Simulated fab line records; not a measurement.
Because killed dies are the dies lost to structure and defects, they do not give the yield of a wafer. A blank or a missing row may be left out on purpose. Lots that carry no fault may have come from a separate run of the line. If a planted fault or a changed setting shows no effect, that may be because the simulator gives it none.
Matching of chambers ; flow n5_finfet ; N5_GATE_CUT_SAC_CAP_01 on ald_sin-04 has 4 sister chambers
The step material SiNx, target thk 24 nm, pulse time 1 s, ald cycles 480. 8 wafers are shown with their chamber, then 10 later ones without.

== WAFERS WITH THEIR CHAMBER ==
wafer;chamber;heater_power_w (W);precursor_pulse_height_rel
L080.5;0;777;1.024
L089.2;3;947;1.002
L089.3;0;808;1.045
L089.4;2;922;1.036
L089.5;2;940;0.995
L089.6;1;843;1.015
L090.1;1;847;0.998
L090.3;3;962;0.990

== WAFERS WHOSE CHAMBER IS MISSING ==
wafer;heater_power_w (W);precursor_pulse_height_rel
L090.6;781;0.990
L092.2;800;1.027
L092.4;977;1.026
L092.5;927;1.025
L093.1;931;1.009
L093.4;854;1.014
L093.6;842;0.975
L095.3;942;1.037
L095.5;851;0.989
L095.6;969;1.007

== EACH ONE'S CHAMBER ==
wafer;from the rows above;in truth
L090.6;0;0
L092.2;0;0
L092.4;can't be placed: 3 or 2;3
L092.5;can't be placed: 2 or 3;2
L093.1;can't be placed: 2 or 3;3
L093.4;1;1
L093.6;1;1
L095.3;can't be placed: 2 or 3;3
L095.5;1;1
L095.6;can't be placed: 3 or 2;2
Correct placement for 5 of the 10. From these rows, 5 cannot be placed; in 5 the true chamber is one of the candidates. 0 placed wrongly.
How it was worked out, from the rows above alone: a wafer's distance from a chamber is the root of the sum, over the readings, of the square of ((its reading less the chamber's mean) divided by the reading's scatter). If the next closest chamber is less than 2 further off than the closest, the wafer can't be placed; otherwise it belongs to the closest. Each chamber's mean is taken over the wafers shown for it. The scatter: the root of (the sum of the squares of (reading less its chamber's mean) over the shown wafers, divided by (wafers less chambers)).
